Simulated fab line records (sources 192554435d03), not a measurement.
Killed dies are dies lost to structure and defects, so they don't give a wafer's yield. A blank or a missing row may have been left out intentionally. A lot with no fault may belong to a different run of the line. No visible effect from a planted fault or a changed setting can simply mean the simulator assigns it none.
fab line records | flow n5-finfet
[record] lots = 24 wafers = 72 last-day = 17
route steps=1938 shown BEOL_M9@1454 BEOL_M10@1472
lots untouched by any fault: they come from a run of this same line in which no faults occurred
start-h: hours from the record's opening day to when the first of the lot's shown wafers began | wait-h: hours from the lot's prior step to this one | " unchanged from the row above | L1.1+2: several wafers, shown together as one row | - either no value or no given start | * or withheld: withheld | < > ~ a bound
route shown NAME@n: NAME is a module with steps in the file, n the number in the route of the first one | usual: mean and standard deviation over wafers with no fault | same: alike in all rows | chamber/n: place in a boat | sites: per-site readings | _std_site: standard deviation across them | _edge_site: outer sites' mean less inner sites' | radius-mm: for every site, how far away it sits from the centre of the wafer | mask NAME#n: copy n | behind: the tool/chamber that last shaped the wafer | hold: reason for holding the lot/hours on hold/outcome of the hold | device: names the non-switching transistor (n, p or np) | end of line: the tests these same wafers got at the end of their route | a step without rows: its recipe alone | killed: the dies lost at the first sort to structure and to defects; this is not the yield of the wafer | map: a wafer's dies, x killed, . not, _ none there
set.NAME: setting as actually run; set.NAME@STEP: the setting as run at that earlier step | model.NAME: the simulator's own value behind a step, which no gauge read
a sample of lots followed through the steps of the route, with each step as a table and each wafer as a row
services: a tool's chamber out of use, with start hour (start-h, from the record's first day; less than 0 if before it), hours out, and reason
[[steps]]
[step N5_BEOL_M9_CD_MEAS_35]
[recipe] target-cd-nm = 70 target-cd-y-nm = 40 polarity = opening
[usual] cd-nm = 69.6/0.82
// columns lot.wafer tool chamber start-h wait-h cd-nm
L075.3 cd-sem-03 - 202.53 0.0 69.8
L075.4 " - " " 68.8
L075.6 " - " " 68.5
L074.1 cd-sem-01 - 209.37 0.0 69.6
L074.2 " - " " 68.7
L074.4 " - " " 69.3
L076.2 cd-sem-01 - 223.63 0.0 70.6
L076.3 " - " " 69.7
L076.5 " - " " 70.6
L077.4 cd-sem-01 - 223.85 0.0 68.4
L077.5 " - " " 68.3
L077.6 " - " " 69.6
L079.2 cd-sem-03 - 229.23 0.0 70.1
L079.3 " - " " 68.2
L079.6 " - " " 69.3
L078.1 cd-sem-03 - 234.37 0.0 69.3
L078.2 " - " " 69.6
L078.6 " - " " 70.0
L080.2 cd-sem-03 - 236.46 0.0 69.2
L080.3 " - " " 70.5
L080.6 " - " " 69.6
L081.2 cd-sem-02 - 238.84 0.0 68.6
L081.5 " - " " 68.9
L081.6 " - " " 69.9
L082.1 cd-sem-02 - 249.00 0.0 69.7
L082.3 " - " " 70.5
L082.4 " - " " 70.6
L083.1 cd-sem-03 - 252.12 0.0 70.8
L083.2 " - " " 69.5
L083.4 " - " " 71.4
L084.2 cd-sem-02 - 271.70 0.0 71.0
L084.3 " - " " 70.9
L084.6 " - " " 69.1
L086.2 cd-sem-01 - 291.80 0.0 69.1
L086.4 " - " " 68.8
L086.6 " - " " 69.5
L087.3 cd-sem-02 - 292.48 0.0 71.7
L087.5 " - " " 71.3
L087.6 " - " " 70.6
L085.1 cd-sem-02 - 293.94 0.0 69.8
L085.3 " - " " 68.9
L085.4 " - " " 69.2
L088.1 cd-sem-01 - 307.27 0.0 68.9
L088.5 " - " " 69.4
L088.6 " - " " 68.5
L089.3 cd-sem-03 - 307.50 0.0 71.1
L089.4 " - " " 70.0
L089.6 " - " " 69.0
L091.1 cd-sem-02 - 308.00 0.0 70.4
L091.2 " - " " 69.7
L091.6 " - " " 70.8
L090.2 cd-sem-03 - 308.00 0.0 70.2
L090.4 " - " " 69.3
L090.5 " - " " 69.4
L093.1 cd-sem-01 - 315.17 0.0 69.8
L093.3 " - " " 69.0
L093.4 " - " " 67.8
L092.1 cd-sem-02 - 315.21 0.0 69.5
L092.4 " - " " 68.7
L092.6 " - " " 70.1
L094.2 cd-sem-01 - 315.60 0.0 70.1
L094.3 " - " " 69.6
L094.5 " - " " 69.7
L095.4 cd-sem-01 - 344.20 0.0 70.7
L095.5 " - " " 70.5
L095.6 " - " " 68.5
L096.4 cd-sem-02 - 344.24 0.0 69.0
L096.5 " - " " 70.1
L096.6 " - " " 70.7
L097.1 cd-sem-01 - 358.47 0.0 69.1
L097.4 " - " " 70.3
L097.5 " - " " 69.7
[step N5_BEOL_M9_SPUTTER_48]
[recipe] material = Cu target-thk-a = 120 temp-c = -20 bias-v = 60 power-w = 26000 chamber-pressure-pa = 0.13 time-s = 2
[usual] cathode-dc-power-W = 26000/4.6 throttle-valve-pct = 30.0/0.91
// columns lot.wafer tool chamber start-h wait-h cathode-dc-power-W throttle-valve-pct
L075.3 pvd-sputter-01 - 204.47 0.1 26012 29.8
L075.4 " - " " 26002 28.4
L075.6 " - " " 26000 29.1
L074.1 pvd-sputter-01 - 210.69 0.3 26008 28.3
L074.2 " - " " 26006 30.2
L074.4 " - " " 26000 29.1
L076.2 pvd-sputter-03 - 225.54 0.2 26006 30.5
L076.3 " - " " 26006 29.1
L076.5 " - " " 25995 29.9
L077.4 pvd-sputter-03 - 225.63 0.2 25998 32.1
L077.5 " - " " 26001 28.8
L077.6 " - " " 25998 32.0
L079.2 pvd-sputter-03 - 230.39 0.1 25999 29.9
L079.3 " - " " 26000 30.2
L079.6 " - " " 25997 30.0
L078.1 pvd-sputter-01 - 235.88 0.2 26000 29.0
L078.2 " - " " 26008 30.0
L078.6 " - " " 26001 29.9
L080.2 pvd-sputter-01 - 239.22 0.1 26004 29.7
L080.3 " - " " 25991 28.2
L080.6 " - " " 25993 28.3
L081.2 pvd-sputter-02 - 240.15 0.2 25998 29.5
L081.5 " - " " 26003 30.3
L081.6 " - " " 25999 30.8
L082.1 pvd-sputter-02 - 251.45 0.1 25993 30.0
L082.3 " - " " 25996 31.1
L082.4 " - " " 25996 29.3
L083.1 pvd-sputter-03 - 255.87 0.1 26008 29.3
L083.2 " - " " 26000 30.3
L083.4 " - " " 26001 30.2
L084.2 pvd-sputter-01 - 273.23 0.1 25999 30.2
L084.3 " - " " 26006 30.4
L084.6 " - " " 25999 29.3
L086.2 pvd-sputter-03 - 292.98 0.1 26004 30.0
L086.4 " - " " 25999 29.1
L086.6 " - " " 25997 30.1
L087.3 pvd-sputter-03 - 293.49 0.1 26005 30.0
L087.5 " - " " 26009 30.4
L087.6 " - " " 25998 31.8
L085.1 pvd-sputter-02 - 295.04 0.1 26001 31.0
L085.3 " - " " 26008 30.3
L085.4 " - " " 25993 29.5
L088.1 pvd-sputter-01 - 308.28 0.1 26001 29.8
L088.5 " - " " 26011 30.0
L088.6 " - " " 25999 28.2
L089.3 pvd-sputter-03 - 308.54 0.1 26000 30.3
L089.4 " - " " 26000 29.3
L089.6 " - " " 26005 32.0
L091.1 pvd-sputter-03 - 310.74 0.3 25999 30.1
L091.2 " - " " 26005 31.6
L091.6 " - " " 26004 29.3
L090.2 pvd-sputter-03 - 311.06 0.1 26009 31.7
L090.4 " - " " 26004 30.0
L090.5 " - " " 26009 30.1
L092.1 pvd-sputter-02 - 316.40 0.3 25997 30.1
L092.4 " - " " 25998 29.3
L092.6 " - " " 25998 29.1
L093.1 pvd-sputter-02 - 316.68 0.1 26005 31.0
L093.3 " - " " 25997 29.9
L093.4 " - " " 25995 29.5
L094.2 pvd-sputter-02 - 317.32 0.1 25990 29.4
L094.3 " - " " 26008 30.9
L094.5 " - " " 25998 29.6
L095.4 pvd-sputter-02 - 345.91 0.2 25994 29.5
L095.5 " - " " 26001 29.4
L095.6 " - " " 26003 29.6
L096.4 pvd-sputter-02 - 346.07 0.1 26000 30.8
L096.5 " - " " 25995 29.6
L096.6 " - " " 25997 31.1
L097.1 pvd-sputter-03 - 359.89 0.1 26006 31.7
L097.4 " - " " 26000 30.3
L097.5 " - " " 25994 30.0
[step N5_BEOL_M10_THK_MEAS_01]
[recipe] reads = SiCOH_lowk_of_BEOL_M10_ILD_DEP_00
[usual] M10_ILD_THK = 267/4
// columns lot.wafer tool chamber start-h wait-h M10_ILD_THK[nm]
L075.3 film-metro-01 - 206.20 0.3 269
L075.4 " - " " 267
L075.6 " - " " 275
L074.1 film-metro-01 - 212.91 0.8 267
L074.2 " - " " 261
L074.4 " - " " 267
L077.4 film-metro-02 - 227.60 0.2 270
L077.5 " - " " 266
L077.6 " - " " 273
L076.2 film-metro-01 - 227.62 0.4 264
L076.3 " - " " 269
L076.5 " - " " 268
L079.2 film-metro-02 - 232.04 0.4 269
L079.3 " - " " 262
L079.6 " - " " 272
L078.1 film-metro-02 - 237.60 0.4 268
L078.2 " - " " 264
L078.6 " - " " 270
L080.2 film-metro-01 - 241.08 0.4 275
L080.3 " - " " 266
L080.6 " - " " 269
L081.2 film-metro-01 - 242.11 0.4 260
L081.5 " - " " 273
L081.6 " - " " 268
L082.1 film-metro-02 - 253.05 0.4 264
L082.3 " - " " 270
L082.4 " - " " 272
L083.1 film-metro-01 - 257.54 0.4 265
L083.2 " - " " 265
L083.4 " - " " 270
L084.2 film-metro-02 - 274.98 0.4 261
L084.3 " - " " 261
L084.6 " - " " 265
L086.2 film-metro-01 - 294.79 0.4 261
L086.4 " - " " 270
L086.6 " - " " 272
L087.3 film-metro-02 - 295.25 0.3 265
L087.5 " - " " 266
L087.6 " - " " 267
L085.1 film-metro-01 - 296.64 0.4 261
L085.3 " - " " 266
L085.4 " - " " 265
L088.1 film-metro-02 - 309.89 0.4 262
L088.5 " - " " 266
L088.6 " - " " 264
L089.3 film-metro-02 - 310.16 0.3 257
L089.4 " - " " 263
L089.6 " - " " 259
L091.1 film-metro-01 - 312.37 0.4 267
L091.2 " - " " 263
L091.6 " - " " 266
L090.2 film-metro-02 - 313.15 0.7 267
L090.4 " - " " 277
L090.5 " - " " 270
L092.1 film-metro-01 - 318.01 0.4 261
L092.4 " - " " 266
L092.6 " - " " 271
L093.1 film-metro-01 - 318.48 0.4 264
L093.3 " - " " 259
L093.4 " - " " 265
L094.2 film-metro-01 - 318.96 0.4 268
L094.3 " - " " 264
L094.5 " - " " 270
L095.4 film-metro-02 - 348.18 0.4 266
L095.5 " - " " 263
L095.6 " - " " 267
L096.4 film-metro-02 - 348.73 0.2 271
L096.5 " - " " 268
L096.6 " - " " 267
L097.1 film-metro-01 - 362.09 0.8 269
L097.4 " - " " 269
L097.5 " - " " 273
[step N5_BEOL_M10_OVL_MEAS_12]
[recipe] points-per-wafer = 44
[usual] M10_OVL = -0.5/0.65
// columns lot.wafer tool chamber start-h wait-h M10_OVL[nm]
L075.3 overlay-02 0 207.87 0.0 -1.3
L075.4 " 0 " " -1.2
L075.6 " 0 " " -0.4
L074.1 overlay-02 0 215.96 0.0 0.1
L074.2 " 0 " " 0.1
L074.4 " 0 " " -0.7
L077.4 overlay-01 0 228.23 0.0 0.1
L077.5 " 0 " " -0.6
L077.6 " 0 " " -0.8
L076.2 overlay-02 0 228.74 0.0 0.1
L076.3 " 0 " " 0.2
L076.5 " 0 " " 0.8
L079.2 overlay-01 0 234.27 0.0 -0.4
L079.3 " 0 " " -1.1
L079.6 " 0 " " -1.0
L078.1 overlay-01 0 239.56 0.0 -1.9
L078.2 " 0 " " -1.4
L078.6 " 0 " " -1.9
L080.2 overlay-01 0 242.73 0.0 -0.3
L080.3 " 0 " " -0.9
L080.6 " 0 " " -0.2
L081.2 overlay-01 0 243.03 0.0 -1.5
L081.5 " 0 " " -0.3
L081.6 " 0 " " -0.8
L082.1 overlay-02 0 255.52 0.0 -1.0
L082.3 " 0 " " -0.8
L082.4 " 0 " " -0.4
L083.1 overlay-01 0 261.46 0.0 -0.9
L083.2 " 0 " " -0.8
L083.4 " 0 " " -1.5
L084.2 overlay-02 0 275.81 0.0 0.1
L084.3 " 0 " " -0.4
L084.6 " 0 " " -0.1
L086.2 overlay-02 0 295.64 0.0 0.0
L086.4 " 0 " " -0.9
L086.6 " 0 " " 0.1
L087.3 overlay-01 0 296.66 0.0 -0.5
L087.5 " 0 " " 0.2
L087.6 " 0 " " -0.4
L085.1 overlay-01 0 297.57 0.0 -1.4
L085.3 " 0 " " -0.7
L085.4 " 0 " " -0.6
L088.1 overlay-02 0 312.03 0.0 -1.2
L088.5 " 0 " " 0.6
L088.6 " 0 " " -0.9
L089.3 overlay-02 0 312.23 0.0 -0.9
L089.4 " 0 " " -1.4
L089.6 " 0 " " -0.5
L091.1 overlay-01 0 312.87 0.0 0.8
L091.2 " 0 " " -0.2
L091.6 " 0 " " 0.3
L090.2 overlay-02 0 315.67 0.0 -0.7
L090.4 " 0 " " -1.5
L090.5 " 0 " " -1.1
L092.1 overlay-01 0 318.82 0.0 -0.1
L092.4 " 0 " " -0.7
L092.6 " 0 " " -0.4
L093.1 overlay-01 0 319.18 0.0 0.5
L093.3 " 0 " " 0.8
L093.4 " 0 " " -0.4
L094.2 overlay-01 0 321.56 0.0 0.7
L094.3 " 0 " " -0.8
L094.5 " 0 " " -0.1
L095.4 overlay-02 0 349.19 0.0 -2.0
L095.5 " 0 " " -0.6
L095.6 " 0 " " -0.5
L096.4 overlay-02 0 351.66 0.0 -0.8
L096.5 " 0 " " -0.4
L096.6 " 0 " " 0.8
L097.1 overlay-01 0 365.07 0.0 -2.1
L097.4 " 0 " " -1.2
L097.5 " 0 " " -1.1
[step N5_BEOL_M10_INSPECT_13]
[recipe] mode = adi inspect-instrument = brightfield
[usual] raw-defect-count = 434/130
// columns lot.wafer tool chamber start-h wait-h raw-defect-count
L075.3 defect-inspect-02 - 207.90 0.0 316
L075.4 " - " " 334
L075.6 " - " " 360
L074.1 defect-inspect-01 - 215.98 0.0 415
L074.2 " - " " 438
L074.4 " - " " 552
L077.4 defect-inspect-02 - 228.25 0.0 705
L077.5 " - " " 1129
L077.6 " - " " 975
L076.2 defect-inspect-01 - 228.77 0.0 576
L076.3 " - " " 528
L076.5 " - " " 621
L079.2 defect-inspect-01 - 234.29 0.0 624
L079.3 " - " " 556
L079.6 " - " " 441
L078.1 defect-inspect-02 - 239.58 0.0 348
L078.2 " - " " 513
L078.6 " - " " 497
L080.2 defect-inspect-01 - 242.75 0.0 494
L080.3 " - " " 424
L080.6 " - " " 377
L081.2 defect-inspect-02 - 243.05 0.0 364
L081.5 " - " " 338
L081.6 " - " " 276
L082.1 defect-inspect-01 - 255.54 0.0 504
L082.3 " - " " 385
L082.4 " - " " 569
L083.1 defect-inspect-01 - 261.48 0.0 529
L083.2 " - " " 556
L083.4 " - " " 373
L084.2 defect-inspect-01 - 275.84 0.0 313
L084.3 " - " " 374
L084.6 " - " " 512
L086.2 defect-inspect-01 - 295.67 0.0 456
L086.4 " - " " 507
L086.6 " - " " 310
L087.3 defect-inspect-02 - 296.68 0.0 437
L087.5 " - " " 504
L087.6 " - " " 396
L085.1 defect-inspect-02 - 297.60 0.0 557
L085.3 " - " " 319
L085.4 " - " " 611
L088.1 defect-inspect-01 - 312.05 0.0 397
L088.5 " - " " 387
L088.6 " - " " 287
L089.3 defect-inspect-02 - 312.25 0.0 363
L089.4 " - " " 361
L089.6 " - " " 361
L091.1 defect-inspect-01 - 312.89 0.0 620
L091.2 " - " " 307
L091.6 " - " " 403
L090.2 defect-inspect-01 - 315.70 0.0 363
L090.4 " - " " 371
L090.5 " - " " 344
L092.1 defect-inspect-02 - 318.84 0.0 372
L092.4 " - " " 436
L092.6 " - " " 434
L093.1 defect-inspect-02 - 319.20 0.0 384
L093.3 " - " " 382
L093.4 " - " " 378
L094.2 defect-inspect-01 - 321.58 0.0 417
L094.3 " - " " 386
L094.5 " - " " 291
L095.4 defect-inspect-01 - 349.21 0.0 360
L095.5 " - " " 382
L095.6 " - " " 400
L096.4 defect-inspect-01 - 351.69 0.0 367
L096.5 " - " " 402
L096.6 " - " " 346
L097.1 defect-inspect-01 - 365.09 0.0 459
L097.4 " - " " 358
L097.5 " - " " 382
[step N5_BEOL_M10_ETCH_66]
[recipe] chemistry = N2/H2 target = SOC target-depth-a = 1200 overetch-a = 240 mask-material = SiARC temp-c = 40 time-s = 180 ion-energy-ev = 200 pressure-mtorr = 30 source-w = 840 bias-w = 150 n2-flow-sccm = 200 h2-flow-sccm = 200
[usual] drypump-motor-current-A = 5.6/0.44 n2-flow-sccm = 200.0/0.63 oes-product-au = 0.66/0.062 rf-vpp-V = 523.5/1.8 showerhead-plenum-p-Torr = 2.53/0.057 temp-c = 40.00/0.12 throttle-valve-pct = 17.90/0.25
// columns lot.wafer tool chamber start-h wait-h drypump-motor-current-A n2-flow-sccm oes-product-au rf-hours-counter-h rf-vpp-V showerhead-plenum-p-Torr temp-c throttle-valve-pct
L075.3 rie-diel-04 3 209.15 0.0 6.3 199.5 0.57 242 525.9 2.62 39.75 18.08
L075.4 " 1 " " 5.3 199.6 0.67 - 521.2 2.51 40.03 18.15
L075.6 " 0 " " 4.8 200.2 0.67 - 523.8 2.53 40.06 17.43
L074.1 rie-diel-04 0 217.10 0.0 4.8 200.6 0.67 88 523.5 2.53 39.86 17.44
L074.2 " 2 " " 5.5 199.8 0.71 37 522.1 2.50 40.05 17.98
L074.4 " 3 " " 6.3 200.4 0.56 245 524.3 2.62 39.93 18.09
L077.4 rie-diel-03 0 229.64 0.1 5.8 200.1 0.77 - 522.5 2.50 40.16 17.50
L077.5 " 1 " " 6.4 199.9 0.65 - 523.3 2.57 39.94 17.87
L077.6 " 3 " " 5.5 199.8 0.71 - 525.9 2.60 39.94 17.96
L076.2 rie-diel-04 1 229.88 0.0 5.3 201.2 0.67 65 521.0 2.50 39.92 18.19
L076.3 " 2 " " 5.5 198.8 0.70 42 523.3 2.50 39.88 18.01
L076.5 " 0 " " 4.8 200.3 0.66 - 523.6 2.53 40.15 17.44
L079.2 rie-diel-05 2 235.24 0.0 5.3 199.7 0.61 133 523.0 2.57 40.07 18.06
L079.3 " 3 " " 5.8 201.3 0.58 196 523.4 2.51 39.94 18.08
L079.6 " 0 " " 6.0 201.1 0.57 - 520.7 2.42 40.21 17.90
L078.1 rie-diel-04 2 241.51 0.0 5.5 200.0 0.70 47 523.8 2.49 39.88 18.01
L078.2 " 1 " " 5.3 201.0 0.67 70 521.1 2.50 39.91 18.19
L078.6 " 0 " " 4.8 198.8 0.66 - 524.1 2.53 40.02 17.46
L080.2 rie-diel-05 3 245.34 0.0 5.8 200.3 0.57 200 523.1 2.51 40.05 18.10
L080.3 " 1 " " 5.3 199.5 0.71 39 523.9 2.62 39.91 18.19
L080.6 " 2 " " 5.3 199.8 0.60 - 525.0 2.57 40.07 18.06
L081.2 rie-diel-05 3 245.91 0.0 5.8 201.6 0.57 201 523.9 2.51 40.02 18.10
L081.5 " 1 " " 5.3 200.3 0.71 - 526.2 2.62 40.07 18.18
L081.6 " 0 " " 6.0 200.3 0.56 - 521.3 2.42 39.89 17.89
L082.1 rie-diel-04 2 260.76 0.0 5.5 199.5 0.70 55 522.8 2.49 40.00 18.02
L082.3 " 0 " " 4.8 200.4 0.65 106 524.7 2.53 39.84 17.48
L082.4 " 1 " " 5.3 199.9 0.66 78 522.4 2.50 39.94 18.20
L083.1 rie-diel-03 3 263.32 0.0 5.5 200.4 0.69 58 526.4 2.59 39.86 17.98
L083.2 " 2 " " 5.3 201.1 0.78 8 526.1 2.60 39.94 17.56
L083.4 " 1 " " 6.3 200.9 0.64 112 525.7 2.56 40.29 17.90
L084.2 rie-diel-04 0 279.14 0.0 4.8 200.5 0.64 111 523.3 2.52 39.95 17.48
L084.3 " 3 " " 6.3 200.3 0.75 10 526.1 2.61 40.17 17.69
L084.6 " 1 " " 5.3 200.6 0.65 - 520.9 2.50 39.96 18.20
L086.2 rie-diel-03 1 296.99 0.0 6.3 199.7 0.63 124 524.3 2.55 39.94 17.91
L086.4 " 0 " " 5.8 200.6 0.72 36 521.6 2.49 40.06 17.56
L086.6 " 3 " " 5.5 200.3 0.68 - 525.7 2.58 40.18 18.02
L087.3 rie-diel-05 1 298.41 0.0 5.3 199.7 0.69 58 525.9 2.61 39.88 18.21
L087.5 " 0 " " 6.0 200.0 0.55 - 519.2 2.41 40.12 17.92
L087.6 " 1 " " 5.3 200.3 0.69 - 523.8 2.61 40.11 18.18
L085.1 rie-diel-03 3 298.68 0.0 5.4 199.4 0.66 71 526.2 2.59 39.94 17.99
L085.3 " 0 " " 5.8 199.9 0.71 36 521.8 2.49 40.08 17.58
L085.4 " 2 " " 5.3 200.0 0.75 20 525.7 2.59 40.26 17.61
L088.1 rie-diel-03 3 314.71 0.0 5.5 200.1 0.66 77 526.0 2.58 39.99 18.02
L088.5 " 1 " " 6.3 199.4 0.63 - 524.6 2.55 40.13 17.92
L088.6 " 0 " " 5.8 199.5 0.71 - 521.0 2.49 39.96 17.56
L089.3 rie-diel-04 1 314.87 0.0 5.3 200.3 0.65 96 522.0 2.49 40.03 18.23
L089.4 " 3 " " 6.3 200.1 0.75 22 525.1 2.61 39.92 17.71
L089.6 " 0 " " 4.8 200.3 0.64 - 524.5 2.52 39.98 17.50
L091.1 rie-diel-05 0 315.06 0.0 6.0 199.6 0.56 233 520.3 2.41 40.22 17.95
L091.2 " 3 " " 5.8 199.4 0.56 221 523.2 2.50 40.02 18.14
L091.6 " 3 " " 5.8 199.7 0.56 - 523.7 2.50 40.23 18.14
L090.2 rie-diel-03 3 317.13 0.0 5.5 200.8 0.65 78 524.2 2.58 40.01 18.00
L090.4 " 0 " " 5.8 198.4 0.71 44 521.4 2.49 40.06 17.59
L090.5 " 3 " " 5.5 199.9 0.66 - 525.2 2.58 39.97 18.02
L093.1 rie-diel-04 2 322.00 0.0 5.5 199.6 0.67 77 522.0 2.48 40.02 18.05
L093.3 " 3 " " 6.3 199.9 0.73 26 525.0 2.60 40.08 17.71
L093.4 " 0 " " 4.8 199.6 0.63 126 524.8 2.52 39.87 17.51
L092.1 rie-diel-03 0 322.17 0.0 5.8 201.4 0.71 46 522.7 2.49 39.88 17.58
L092.4 " 2 " " 5.4 200.3 0.73 28 524.9 2.59 40.07 17.62
L092.6 " 3 " " 5.5 200.2 0.66 - 524.4 2.58 40.06 18.02
L094.2 rie-diel-05 0 322.57 0.0 6.0 199.9 0.54 235 519.5 2.41 40.07 17.93
L094.3 " 3 " " 5.8 200.3 0.56 224 522.3 2.50 39.94 18.14
L094.5 " 0 " " 6.0 199.9 0.55 - 518.3 2.41 39.93 17.93
L095.4 rie-diel-05 1 350.61 0.1 5.3 199.9 0.67 - 524.8 2.60 39.91 18.23
L095.5 " 0 " " 6.0 199.7 0.54 - 520.0 2.40 40.14 17.97
L095.6 " 3 " " 5.8 199.0 0.54 - 524.3 2.49 40.18 18.15
L096.4 rie-diel-03 1 353.69 0.0 6.4 201.5 0.61 145 523.7 2.55 40.08 17.96
L096.5 " 1 " " 6.3 200.5 0.61 - 524.4 2.55 40.15 17.95
L096.6 " 0 " " 5.8 199.7 0.69 - 522.3 2.48 39.95 17.59
L097.1 rie-diel-03 0 366.72 0.0 5.8 200.8 0.68 63 521.8 2.48 39.93 17.61
L097.4 " 2 " " 5.3 199.8 0.70 45 524.5 2.58 39.90 17.63
L097.5 " 0 " " 5.8 200.5 0.69 - 521.8 2.48 39.75 17.59
[[services]]
// columns tool chamber start-h hours kind
pvd-sputter-03 - 186.93 2.6 repair
rie-diel-04 2 205.62 6.8 repair
rie-diel-03 2 222.26 - clean
rie-diel-03 2 222.26 - consumable-replace:focus-ring
rie-diel-03 2 222.26 19.4 scheduled-down
rie-diel-03 2 222.26 19.4 vent-cycle
rie-diel-04 3 229.79 - clean
rie-diel-04 3 229.79 - consumable-replace:focus-ring
rie-diel-04 3 229.79 18.8 scheduled-down
rie-diel-04 3 229.79 18.8 vent-cycle
rie-diel-05 3 257.16 2.8 repair
rie-diel-04 2 277.62 3.7 repair
pvd-sputter-01 - 301.73 2.1 repair
pvd-sputter-01 - 310.66 1.0 repair
rie-diel-05 - 312.87 0.5 repair
rie-diel-05 - 314.04 0.3 repair
pvd-sputter-01 - 328.15 1.8 repair
rie-diel-03 3 328.53 19.9 repair
rie-diel-05 1 338.88 7.3 repair
rie-diel-05 2 346.91 6.7 repair
rie-diel-05 0 355.48 - clean
rie-diel-05 0 355.48 - consumable-replace:focus-ring
rie-diel-05 0 355.48 - consumable-replace:showerhead
rie-diel-05 0 355.48 24.1 scheduled-down
[[key]]
fault none
